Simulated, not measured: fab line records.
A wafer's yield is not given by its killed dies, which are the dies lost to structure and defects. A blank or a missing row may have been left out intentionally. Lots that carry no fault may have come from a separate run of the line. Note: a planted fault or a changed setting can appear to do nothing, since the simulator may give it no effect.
The tool behind it: which one? :: flow nand harc :: 24 lots with 72 wafers sampled at 5 steps, on a route of 1302 steps

WHAT EACH GAUGE READ, for each wafer
NHARC_A_CHANNEL_HOLE_D1_CD_MEAS_18.
lot: L074
measured: day 8 15:45
on: cd sem-01
cd nm (nm): 96.2 100.8 100.0

lot: L075
measured: day 9 00:20
on: cd sem-02
cd nm (nm): 95.5 100.6 100.0

lot: L076
measured: day 9 00:29
on: cd sem-03
cd nm (nm): 98.3 106.1 99.5

lot: L077
measured: day 10 03:02
on: cd sem-03
cd nm (nm): 102.5 97.3 101.8

lot: L078
measured: day 10 03:46
on: cd sem-03
cd nm (nm): 102.4 102.7 102.2

lot: L079
measured: day 10 14:07
on: cd sem-03
cd nm (nm): 94.0 102.2 98.4

lot: L080
measured: day 10 21:41
on: cd sem-03
cd nm (nm): 102.1 97.6 97.8

lot: L081
measured: day 11 17:19
on: cd sem-02
cd nm (nm): 97.2 100.9 98.3

lot: L082
measured: day 11 18:01
on: cd sem-03
cd nm (nm): 98.8 100.5 99.3

lot: L084
measured: day 12 10:40
on: cd sem-02
cd nm (nm): 101.9 97.8 98.0

lot: L083
measured: day 12 12:13
on: cd sem-03
cd nm (nm): 102.5 100.2 97.1

lot: L085
measured: day 13 01:50
on: cd sem-01
cd nm (nm): 100.2 100.4 95.7

lot: L086
measured: day 13 09:52
on: cd sem-02
cd nm (nm): 100.6 98.7 100.9

lot: L087
measured: day 14 12:05
on: cd sem-01
cd nm (nm): 99.9 102.2 100.2

lot: L088
measured: day 14 13:09
on: cd sem-02
cd nm (nm): 102.0 102.1 102.6

lot: L089
measured: day 14 14:57
on: cd sem-01
cd nm (nm): 98.8 99.6 103.1

lot: L090
measured: day 15 03:36
on: cd sem-01
cd nm (nm): 103.0 103.8 105.7

lot: L091
measured: day 15 16:02
on: cd sem-02
cd nm (nm): 100.4 100.3 99.4

lot: L092
measured: day 16 03:35
on: cd sem-02
cd nm (nm): 98.6 99.1 99.8

lot: L093
measured: day 16 05:56
on: cd sem-03
cd nm (nm): 101.7 103.0 99.7

lot: L094
measured: day 16 11:42
on: cd sem-02
cd nm (nm): 96.2 96.7 96.6

lot: L095
measured: day 17 08:40
on: cd sem-02
cd nm (nm): 100.9 100.6 99.2

lot: L096
measured: day 17 12:24
on: cd sem-02
cd nm (nm): 101.1 101.9 104.3

lot: L097
measured: day 18 00:48
on: cd sem-03
cd nm (nm): 98.5 99.0 98.2

EACH LOT AND THE TOOL THAT RAN IT (in order: tool; ch and the chambers of the sampled wafers; start)
lot: L074
NHARC_P_M1_ETCH_35: rie diel-07 ch 0,1,2, day 6 08:24
NHARC_P_BONDPAD_ETCH_24: rie diel-04 ch 0,1,3, day 6 19:11 or earlier
NHARC_P_BONDPAD_CMP_19: cmp-04 ch 1,2,3, day 6 19:11
NHARC_A_CHANNEL_HOLE_D1_DEP_01: pecvd-01 ch 0,1,2, day 8 13:52

lot: L075
NHARC_P_M1_ETCH_35: rie diel-12 ch 0,1,2, day 6 19:21
NHARC_P_BONDPAD_ETCH_24: rie diel-05 ch 0,2,3, day 7 06:14 or earlier
NHARC_P_BONDPAD_CMP_19: cmp-03 ch 0,2,3, day 7 06:14
NHARC_A_CHANNEL_HOLE_D1_DEP_01: pecvd-01 ch 0,1,2, day 8 22:20

lot: L076
NHARC_P_M1_ETCH_35: rie diel-12 ch 2,3, day 6 21:58
NHARC_P_BONDPAD_ETCH_24: rie diel-01 ch 1,2,3, day 7 08:42 or earlier
NHARC_P_BONDPAD_CMP_19: cmp-02 ch 0,1,3, day 7 08:42
NHARC_A_CHANNEL_HOLE_D1_DEP_01: pecvd-04 ch 1,2, day 8 22:24

lot: L077
NHARC_P_M1_ETCH_35: rie diel-03 ch 2,3, day 7 20:15
NHARC_P_BONDPAD_ETCH_24: rie diel-01 ch 1,2,3, day 8 07:59 or earlier
NHARC_P_BONDPAD_CMP_19: cmp-04 ch 0,2,3, day 8 07:59
NHARC_A_CHANNEL_HOLE_D1_DEP_01: pecvd-03 ch 0,2, day 10 01:11

lot: L078
NHARC_P_M1_ETCH_35: rie diel-12 ch 0,3, day 7 21:31
NHARC_P_BONDPAD_ETCH_24: rie diel-01 ch 0,3, day 8 08:43 or earlier
NHARC_P_BONDPAD_CMP_19: cmp-02 ch 0,1,2, day 8 08:43
NHARC_A_CHANNEL_HOLE_D1_DEP_01: pecvd-04 ch 0,1, day 10 01:49

lot: L079
NHARC_P_M1_ETCH_35: rie diel-03 ch 0,2,3, day 8 08:53
NHARC_P_BONDPAD_ETCH_24: rie diel-01 ch 0,1, day 8 19:26 or earlier
NHARC_P_BONDPAD_CMP_19: cmp-04 ch 1,2,3, day 8 19:26
NHARC_A_CHANNEL_HOLE_D1_DEP_01: pecvd-03 ch 0,2, day 10 12:11

lot: L080
NHARC_P_M1_ETCH_35: rie diel-03 ch 2,3, day 8 14:12
NHARC_P_BONDPAD_ETCH_24: rie diel-01 ch 0,3, day 8 23:32
NHARC_P_BONDPAD_CMP_19: cmp-02 ch 1,2, day 9 01:02
NHARC_A_CHANNEL_HOLE_D1_DEP_01: pecvd-03 ch 0,2, day 10 19:40

lot: L081
NHARC_P_M1_ETCH_35: rie diel-03 ch 2,3, day 9 06:19
NHARC_P_BONDPAD_ETCH_24: rie diel-04 ch 0,2,3, day 9 16:55 or earlier
NHARC_P_BONDPAD_CMP_19: cmp-03 ch 2,3, day 9 16:55
NHARC_A_CHANNEL_HOLE_D1_DEP_01: pecvd-03 ch 0,1,2, day 11 15:18

lot: L082
NHARC_P_M1_ETCH_35: rie diel-03 ch 1,3, day 9 13:10
NHARC_P_BONDPAD_ETCH_24: rie diel-05 ch 0,1,3, day 10 00:01 or earlier
NHARC_P_BONDPAD_CMP_19: cmp-02 ch 1,3, day 10 00:01
NHARC_A_CHANNEL_HOLE_D1_DEP_01: pecvd-01 ch 1,2, day 11 15:44

lot: L084
NHARC_P_M1_ETCH_35: rie diel-12 ch 0,1,3, day 10 06:04
NHARC_P_BONDPAD_ETCH_24: rie diel-01 ch 0,1,2, day 10 16:44 or earlier
NHARC_P_BONDPAD_CMP_19: cmp-04 ch 0,1,3, day 10 16:44
NHARC_A_CHANNEL_HOLE_D1_DEP_01: pecvd-01 ch 1,2, day 12 08:22

lot: L083
NHARC_P_M1_ETCH_35: rie diel-03 ch 0,2,3, day 10 06:54
NHARC_P_BONDPAD_ETCH_24: rie diel-01 ch 0,1,2, day 10 17:41 or earlier
NHARC_P_BONDPAD_CMP_19: cmp-03 ch 0,1,2, day 10 17:41
NHARC_A_CHANNEL_HOLE_D1_DEP_01: pecvd-03 ch 0,2, day 12 10:10

lot: L085
NHARC_P_M1_ETCH_35: rie diel-12 ch 0,2,3, day 10 18:07
NHARC_P_BONDPAD_ETCH_24: rie diel-05 ch 0,1,2, day 11 04:49 or earlier
NHARC_P_BONDPAD_CMP_19: cmp-04 ch 0,1, day 11 04:49
NHARC_A_CHANNEL_HOLE_D1_DEP_01: pecvd-03 ch 0,1,2, day 12 23:57

lot: L086
NHARC_P_M1_ETCH_35: rie diel-07 ch 0,3, day 11 04:08
NHARC_P_BONDPAD_ETCH_24: rie diel-01 ch 0,1, day 11 15:13 or earlier
NHARC_P_BONDPAD_CMP_19: cmp-03 ch 0,1, day 11 15:13
NHARC_A_CHANNEL_HOLE_D1_DEP_01: pecvd-04 ch 0,1,2, day 13 07:56

lot: L087
NHARC_P_M1_ETCH_35: rie diel-07 ch 0,1,2, day 12 08:24
NHARC_P_BONDPAD_ETCH_24: rie diel-05 ch 0,1, day 12 18:56 or earlier
NHARC_P_BONDPAD_CMP_19: cmp-04 ch 2,3, day 12 18:56
NHARC_A_CHANNEL_HOLE_D1_DEP_01: pecvd-04 ch 1,2, day 14 10:04

lot: L088
NHARC_P_M1_ETCH_35: rie diel-03 ch 0,2,3, day 12 08:46
NHARC_P_BONDPAD_ETCH_24: rie diel-05 ch 0,2, day 12 19:36 or earlier
NHARC_P_BONDPAD_CMP_19: cmp-02 ch 0,3, day 12 19:36
NHARC_A_CHANNEL_HOLE_D1_DEP_01: pecvd-04 ch 1,2, day 14 11:09

lot: L089
NHARC_P_M1_ETCH_35: rie diel-03 ch 1,2,3, day 12 10:27
NHARC_P_BONDPAD_ETCH_24: rie diel-05 ch 0,2,3, day 12 21:12 or earlier
NHARC_P_BONDPAD_CMP_19: cmp-03 ch 0,1,2, day 12 21:12
NHARC_A_CHANNEL_HOLE_D1_DEP_01: pecvd-03 ch 0,1, day 14 13:04

lot: L090
NHARC_P_M1_ETCH_35: rie diel-12 ch 0,2,3, day 12 21:03
NHARC_P_BONDPAD_ETCH_24: rie diel-05 ch 0,1, day 13 07:50 or earlier
NHARC_P_BONDPAD_CMP_19: cmp-04 ch 0,1,2, day 13 07:50
NHARC_A_CHANNEL_HOLE_D1_DEP_01: pecvd-01 ch 1,2, day 15 01:32

lot: L091
NHARC_P_M1_ETCH_35: rie diel-12 ch 1,2,3, day 13 09:26
NHARC_P_BONDPAD_ETCH_24: rie diel-04 ch 0,1,2, day 13 20:08 or earlier
NHARC_P_BONDPAD_CMP_19: cmp-02 ch 1,2, day 13 20:08
NHARC_A_CHANNEL_HOLE_D1_DEP_01: pecvd-03 ch 0,1, day 15 14:01

lot: L092
NHARC_P_M1_ETCH_35: rie diel-03 ch 1,2,3, day 13 14:29
NHARC_P_BONDPAD_ETCH_24: rie diel-01 ch 0,1, day 14 01:07 or earlier
NHARC_P_BONDPAD_CMP_19: cmp-04 ch 1,3, day 14 01:07
NHARC_A_CHANNEL_HOLE_D1_DEP_01: pecvd-04 ch 0,1, day 16 01:41

lot: L093
NHARC_P_M1_ETCH_35: rie diel-03 ch 2,3, day 14 01:14
NHARC_P_BONDPAD_ETCH_24: rie diel-01 ch 0,2,3, day 14 11:58 or earlier
NHARC_P_BONDPAD_CMP_19: cmp-04 ch 1,2,3, day 14 11:58
NHARC_A_CHANNEL_HOLE_D1_DEP_01: pecvd-03 ch 1,2, day 16 03:57

lot: L094
NHARC_P_M1_ETCH_35: rie diel-12 ch 0,1,2, day 14 06:16
NHARC_P_BONDPAD_ETCH_24: rie diel-01 ch 0,2,3, day 14 17:07 or earlier
NHARC_P_BONDPAD_CMP_19: cmp-02 ch 1,2,3, day 14 17:07
NHARC_A_CHANNEL_HOLE_D1_DEP_01: pecvd-04 ch 0,1, day 16 09:45

lot: L095
NHARC_P_M1_ETCH_35: rie diel-03 ch 0,1, day 15 00:49
NHARC_P_BONDPAD_ETCH_24: rie diel-04 ch 1,3, day 15 11:37 or earlier
NHARC_P_BONDPAD_CMP_19: cmp-03 ch 0,1,2, day 15 11:37
NHARC_A_CHANNEL_HOLE_D1_DEP_01: pecvd-03 ch 0,2, day 17 06:39

lot: L096
NHARC_P_M1_ETCH_35: rie diel-12 ch 0,2, day 15 08:35
NHARC_P_BONDPAD_ETCH_24: rie diel-01 ch 1,2,3, day 15 19:30 or earlier
NHARC_P_BONDPAD_CMP_19: cmp-02 ch 1,2,3, day 15 19:30
NHARC_A_CHANNEL_HOLE_D1_DEP_01: pecvd-04 ch 0,1,2, day 17 10:24

lot: L097
NHARC_P_M1_ETCH_35: rie diel-03 ch 0,1,3, day 15 17:45
NHARC_P_BONDPAD_ETCH_24: rie diel-01 ch 1,2,3, day 16 04:29 or earlier
NHARC_P_BONDPAD_CMP_19: cmp-04 ch 0,1,2, day 16 04:29
NHARC_A_CHANNEL_HOLE_D1_DEP_01: pecvd-03 ch 1,2, day 17 22:55
- NHARC_P_M1_ETCH_35: etches the open film in N2/H2, target depth 40 nm, overetch 12 nm, time 43.94 s.
- NHARC_P_BONDPAD_ETCH_24: etches the open film in CF4/N2, target depth 30 nm, time 72.99 s.
- NHARC_P_BONDPAD_CMP_19: polishes, t overpolish 30 s, cu recess touch 16 s, target thk 160.81 nm.
- NHARC_A_CHANNEL_HOLE_D1_DEP_01: deposits SiON, target thk 140 nm.

WHAT THE TOOLS THEMSELVES READ (means of the sampled wafers that have a number; where no wafer has one, the mark that the record gives instead)
NHARC_P_M1_ETCH_35.
lot: L074
tool: rie diel-07
drypump motor current A (A): 5.7
oes product au (a.u.): 0.988
rf vpp V (V): 430.1
showerhead plenum p Torr (Torr): 2.01
throttle valve pct (%): 14.180

lot: L075
tool: rie diel-12
drypump motor current A (A): 5.8
oes product au (a.u.): 1.002
rf vpp V (V): 428.0
showerhead plenum p Torr (Torr): 1.94
throttle valve pct (%): 14.167

lot: L076
tool: rie diel-12
drypump motor current A (A): 5.6
oes product au (a.u.): 0.990
rf vpp V (V): 430.3
showerhead plenum p Torr (Torr): 1.99
throttle valve pct (%): 14.172

lot: L077
tool: rie diel-03
drypump motor current A (A): 6.1
oes product au (a.u.): 0.989
rf vpp V (V): 430.8
showerhead plenum p Torr (Torr): 2.06
throttle valve pct (%): 14.171

lot: L078
tool: rie diel-12
drypump motor current A (A): 6.0
oes product au (a.u.): 1.002
rf vpp V (V): 429.9
showerhead plenum p Torr (Torr): 2.00
throttle valve pct (%): 14.178

lot: L079
tool: rie diel-03
drypump motor current A (A): 5.8
oes product au (a.u.): 0.995
rf vpp V (V): 429.7
showerhead plenum p Torr (Torr): 1.99
throttle valve pct (%): 14.169

lot: L080
tool: rie diel-03
drypump motor current A (A): 6.1
oes product au (a.u.): 0.990
rf vpp V (V): 431.1
showerhead plenum p Torr (Torr): 2.05
throttle valve pct (%): 14.171

lot: L081
tool: rie diel-03
drypump motor current A (A): 6.2
oes product au (a.u.): 0.989
rf vpp V (V): 431.4
showerhead plenum p Torr (Torr): 2.05
throttle valve pct (%): 14.174

lot: L082
tool: rie diel-03
drypump motor current A (A): 5.8
oes product au (a.u.): 0.990
rf vpp V (V): 433.6
showerhead plenum p Torr (Torr): 2.15
throttle valve pct (%): 14.173

lot: L084
tool: rie diel-12
drypump motor current A (A): 5.8
oes product au (a.u.): 1.005
rf vpp V (V): 428.2
showerhead plenum p Torr (Torr): 1.97
throttle valve pct (%): 14.170

lot: L083
tool: rie diel-03
drypump motor current A (A): 5.8
oes product au (a.u.): 0.989
rf vpp V (V): 429.5
showerhead plenum p Torr (Torr): 1.99
throttle valve pct (%): 14.169

lot: L085
tool: rie diel-12
drypump motor current A (A): 5.8
oes product au (a.u.): 0.996
rf vpp V (V): 429.2
showerhead plenum p Torr (Torr): 1.98
throttle valve pct (%): 14.174

lot: L086
tool: rie diel-07
drypump motor current A (A): 5.7
oes product au (a.u.): 1.013
rf vpp V (V): 429.3
showerhead plenum p Torr (Torr): 2.02
throttle valve pct (%): 14.161

lot: L087
tool: rie diel-07
drypump motor current A (A): 5.7
oes product au (a.u.): 0.992
rf vpp V (V): 429.6
showerhead plenum p Torr (Torr): 2.00
throttle valve pct (%): 14.178

lot: L088
tool: rie diel-03
drypump motor current A (A): 5.8
oes product au (a.u.): 0.988
rf vpp V (V): 429.0
showerhead plenum p Torr (Torr): 1.99
throttle valve pct (%): 14.171

lot: L089
tool: rie diel-03
drypump motor current A (A): 5.8
oes product au (a.u.): 0.986
rf vpp V (V): 432.1
showerhead plenum p Torr (Torr): 2.08
throttle valve pct (%): 14.187

lot: L090
tool: rie diel-12
drypump motor current A (A): 5.8
oes product au (a.u.): 0.997
rf vpp V (V): 428.7
showerhead plenum p Torr (Torr): 1.98
throttle valve pct (%): 14.166

lot: L091
tool: rie diel-12
drypump motor current A (A): 5.5
oes product au (a.u.): 0.989
rf vpp V (V): 428.1
showerhead plenum p Torr (Torr): 1.95
throttle valve pct (%): 14.159

lot: L092
tool: rie diel-03
drypump motor current A (A): 5.8
oes product au (a.u.): 0.994
rf vpp V (V): 431.0
showerhead plenum p Torr (Torr): 2.08
throttle valve pct (%): 14.171

lot: L093
tool: rie diel-03
drypump motor current A (A): 5.8
oes product au (a.u.): 0.987
rf vpp V (V): 430.5
showerhead plenum p Torr (Torr): 2.01
throttle valve pct (%): 14.177

lot: L094
tool: rie diel-12
drypump motor current A (A): 5.8
oes product au (a.u.): 0.992
rf vpp V (V): 427.4
showerhead plenum p Torr (Torr): 1.94
throttle valve pct (%): 14.173

lot: L095
tool: rie diel-03
drypump motor current A (A): 5.4
oes product au (a.u.): 0.997
rf vpp V (V): 428.7
showerhead plenum p Torr (Torr): 1.99
throttle valve pct (%): 14.169

lot: L096
tool: rie diel-12
drypump motor current A (A): 5.8
oes product au (a.u.): 0.994
rf vpp V (V): 427.2
showerhead plenum p Torr (Torr): 1.94
throttle valve pct (%): 14.172

lot: L097
tool: rie diel-03
drypump motor current A (A): 5.8
oes product au (a.u.): 0.991
rf vpp V (V): 431.1
showerhead plenum p Torr (Torr): 2.05
throttle valve pct (%): 14.174

NHARC_P_BONDPAD_ETCH_24.
lot: L074
tool: rie diel-04
drypump motor current A (A): 6.0
oes product au (a.u.): 1.003
rf vpp V (V): 315.8
showerhead plenum p Torr (Torr): 2.76
throttle valve pct (%): 19.787

lot: L075
tool: rie diel-05
drypump motor current A (A): 5.7
oes product au (a.u.): 0.990
rf vpp V (V): 315.5
showerhead plenum p Torr (Torr): 2.74
throttle valve pct (%): 19.797

lot: L076
tool: rie diel-01
drypump motor current A (A): 5.6
oes product au (a.u.): 0.999
rf vpp V (V): 313.4
showerhead plenum p Torr (Torr): 2.60
throttle valve pct (%): 19.791

lot: L077
tool: rie diel-01
drypump motor current A (A): 5.6
oes product au (a.u.): 1.004
rf vpp V (V): 313.1
showerhead plenum p Torr (Torr): 2.60
throttle valve pct (%): 19.796

lot: L078
tool: rie diel-01
drypump motor current A (A): 6.2
oes product au (a.u.): 1.006
rf vpp V (V): 314.1
showerhead plenum p Torr (Torr): 2.67
throttle valve pct (%): 19.791

lot: L079
tool: rie diel-01
drypump motor current A (A): 6.2
oes product au (a.u.): 0.992
rf vpp V (V): 312.1
showerhead plenum p Torr (Torr): 2.58
throttle valve pct (%): 19.786

lot: L080
tool: rie diel-01
drypump motor current A (A): 6.0
oes product au (a.u.): 0.994
rf vpp V (V): 314.4
showerhead plenum p Torr (Torr): 2.66
throttle valve pct (%): 19.792

lot: L081
tool: rie diel-04
drypump motor current A (A): 5.9
oes product au (a.u.): 1.011
rf vpp V (V): 316.8
showerhead plenum p Torr (Torr): 2.77
throttle valve pct (%): 19.794

lot: L082
tool: rie diel-05
drypump motor current A (A): 5.9
oes product au (a.u.): 0.991
rf vpp V (V): 315.3
showerhead plenum p Torr (Torr): 2.71
throttle valve pct (%): 19.796

lot: L084
tool: rie diel-01
drypump motor current A (A): 5.8
oes product au (a.u.): 0.992
rf vpp V (V): 314.2
showerhead plenum p Torr (Torr): 2.60
throttle valve pct (%): 19.788

lot: L083
tool: rie diel-01
drypump motor current A (A): 5.8
oes product au (a.u.): 0.987
rf vpp V (V): 313.9
showerhead plenum p Torr (Torr): 2.60
throttle valve pct (%): 19.790

lot: L085
tool: rie diel-05
drypump motor current A (A): 5.6
oes product au (a.u.): 0.982
rf vpp V (V): 315.1
showerhead plenum p Torr (Torr): 2.71
throttle valve pct (%): 19.794

lot: L086
tool: rie diel-01
drypump motor current A (A): 6.3
oes product au (a.u.): 0.986
rf vpp V (V): 314.0
showerhead plenum p Torr (Torr): 2.63
throttle valve pct (%): 19.791

lot: L087
tool: rie diel-05
drypump motor current A (A): 6.0
oes product au (a.u.): 0.987
rf vpp V (V): 315.5
showerhead plenum p Torr (Torr): 2.71
throttle valve pct (%): 19.788

lot: L088
tool: rie diel-05
drypump motor current A (A): 5.4
oes product au (a.u.): 0.987
rf vpp V (V): 316.3
showerhead plenum p Torr (Torr): 2.74
throttle valve pct (%): 19.791

lot: L089
tool: rie diel-05
drypump motor current A (A): 5.7
oes product au (a.u.): 0.988
rf vpp V (V): 315.6
showerhead plenum p Torr (Torr): 2.74
throttle valve pct (%): 19.791

lot: L090
tool: rie diel-05
drypump motor current A (A): 5.8
oes product au (a.u.): 0.996
rf vpp V (V): 314.7
showerhead plenum p Torr (Torr): 2.69
throttle valve pct (%): 19.790

lot: L091
tool: rie diel-04
drypump motor current A (A): 5.6
oes product au (a.u.): 1.013
rf vpp V (V): 316.1
showerhead plenum p Torr (Torr): 2.78
throttle valve pct (%): 19.793

lot: L092
tool: rie diel-01
drypump motor current A (A): 6.3
oes product au (a.u.): 1.000
rf vpp V (V): 313.3
showerhead plenum p Torr (Torr): 2.58
throttle valve pct (%): 19.801

lot: L093
tool: rie diel-01
drypump motor current A (A): 5.7
oes product au (a.u.): 0.992
rf vpp V (V): 314.3
showerhead plenum p Torr (Torr): 2.64
throttle valve pct (%): 19.798

lot: L094
tool: rie diel-01
drypump motor current A (A): 5.7
oes product au (a.u.): 0.993
rf vpp V (V): 314.9
showerhead plenum p Torr (Torr): 2.64
throttle valve pct (%): 19.792

lot: L095
tool: rie diel-04
drypump motor current A (A): 5.6
oes product au (a.u.): 0.996
rf vpp V (V): 316.9
showerhead plenum p Torr (Torr): 2.76
throttle valve pct (%): 19.796

lot: L096
tool: rie diel-01
drypump motor current A (A): 5.6
oes product au (a.u.): 1.012
rf vpp V (V): 314.1
showerhead plenum p Torr (Torr): 2.59
throttle valve pct (%): 19.797

lot: L097
tool: rie diel-01
drypump motor current A (A): 5.6
oes product au (a.u.): 0.992
rf vpp V (V): 313.8
showerhead plenum p Torr (Torr): 2.59
throttle valve pct (%): 19.796

NHARC_P_BONDPAD_CMP_19.
lot: L074
tool: cmp-04
motor current A (A): 11.2
overpolish run s (s): 29.994

lot: L075
tool: cmp-03
motor current A (A): 11.9
overpolish run s (s): 29.986

lot: L076
tool: cmp-02
motor current A (A): 12.6
overpolish run s (s): 30.006

lot: L077
tool: cmp-04
motor current A (A): 11.3
overpolish run s (s): 29.997

lot: L078
tool: cmp-02
motor current A (A): 12.0
overpolish run s (s): 29.999

lot: L079
tool: cmp-04
motor current A (A): 11.4
overpolish run s (s): 29.999

lot: L080
tool: cmp-02
motor current A (A): 11.4
overpolish run s (s): 29.988

lot: L081
tool: cmp-03
motor current A (A): 11.5
overpolish run s (s): 30.002

lot: L082
tool: cmp-02
motor current A (A): 12.0
overpolish run s (s): 30.005

lot: L084
tool: cmp-04
motor current A (A): 12.1
overpolish run s (s): 30.007

lot: L083
tool: cmp-03
motor current A (A): 11.7
overpolish run s (s): 29.994

lot: L085
tool: cmp-04
motor current A (A): 11.4
overpolish run s (s): 30.001

lot: L086
tool: cmp-03
motor current A (A): 11.3
overpolish run s (s): 29.994

lot: L087
tool: cmp-04
motor current A (A): 12.0
overpolish run s (s): 29.998

lot: L088
tool: cmp-02
motor current A (A): 12.4
overpolish run s (s): 29.995

lot: L089
tool: cmp-03
motor current A (A): 11.7
overpolish run s (s): 30.008

lot: L090
tool: cmp-04
motor current A (A): 10.7
overpolish run s (s): 30.003

lot: L091
tool: cmp-02
motor current A (A): 11.4
overpolish run s (s): 29.995

lot: L092
tool: cmp-04
motor current A (A): 11.9
overpolish run s (s): 30.001

lot: L093
tool: cmp-04
motor current A (A): 11.5
overpolish run s (s): 30.000

lot: L094
tool: cmp-02
motor current A (A): 11.5
overpolish run s (s): 30.007

lot: L095
tool: cmp-03
motor current A (A): 11.4
overpolish run s (s): 29.997

lot: L096
tool: cmp-02
motor current A (A): 11.7
overpolish run s (s): 29.997

lot: L097
tool: cmp-04
motor current A (A): 11.0
overpolish run s (s): 29.999

NHARC_A_CHANNEL_HOLE_D1_DEP_01.
lot: L074
tool: pecvd-01
heater power w (W): 820
susceptor temp C (C): 399.95

lot: L075
tool: pecvd-01
heater power w (W): 784
susceptor temp C (C): 400.11

lot: L076
tool: pecvd-04
heater power w (W): 864
susceptor temp C (C): 399.95

lot: L077
tool: pecvd-03
heater power w (W): 732
susceptor temp C (C): 399.93

lot: L078
tool: pecvd-04
heater power w (W): 805
susceptor temp C (C): 400.05

lot: L079
tool: pecvd-03
heater power w (W): 721
susceptor temp C (C): 399.97

lot: L080
tool: pecvd-03
heater power w (W): 666
susceptor temp C (C): 399.72

lot: L081
tool: pecvd-03
heater power w (W): 811
susceptor temp C (C): 400.08

lot: L082
tool: pecvd-01
heater power w (W): 865
susceptor temp C (C): 400.08

lot: L084
tool: pecvd-01
heater power w (W): 778
susceptor temp C (C): 399.90

lot: L083
tool: pecvd-03
heater power w (W): 680
susceptor temp C (C): 399.91

lot: L085
tool: pecvd-03
heater power w (W): 783
susceptor temp C (C): 400.31

lot: L086
tool: pecvd-04
heater power w (W): 852
susceptor temp C (C): 399.98

lot: L087
tool: pecvd-04
heater power w (W): 988
susceptor temp C (C): 400.17

lot: L088
tool: pecvd-04
heater power w (W): 772
susceptor temp C (C): 400.10

lot: L089
tool: pecvd-03
heater power w (W): 841
susceptor temp C (C): 400.06

lot: L090
tool: pecvd-01
heater power w (W): 836
susceptor temp C (C): 400.04

lot: L091
tool: pecvd-03
heater power w (W): 815
susceptor temp C (C): 400.20

lot: L092
tool: pecvd-04
heater power w (W): 722
susceptor temp C (C): 399.93

lot: L093
tool: pecvd-03
heater power w (W): 836
susceptor temp C (C): 400.08

lot: L094
tool: pecvd-04
heater power w (W): 735
susceptor temp C (C): 399.92

lot: L095
tool: pecvd-03
heater power w (W): 673
susceptor temp C (C): 400.03

lot: L096
tool: pecvd-04
heater power w (W): 879
susceptor temp C (C): 399.97

lot: L097
tool: pecvd-03
heater power w (W): 763
susceptor temp C (C): 400.24

THE ANSWER, worked out from the rows above alone
Rule: the usual values come from the lots themselves. Put in order of their means at a reading, lots are off if they are a third of the lots or fewer, leave a main group of 4 or more, and stand apart from it by a gap of 3 or more times the standard deviation of the main group's means; of several such gaps the widest counts. Not used: any main group whose means are identical at the precision the tables above print for the reading. Also off: a lot with no number at a reading for which 4 or more lots have one. The other lots that the step has rows for count as sound. First the gauges in route order, then the tools' own readings, where a lot's mean is used as printed above. The first step at which some lot is off is used, and at that step the reading that is off furthest; a lot without a number counts as furthest.
Across all readings shown, no lot is off: no conclusion can be drawn from this.

WHAT THE SIMULATOR HAD PUT IN
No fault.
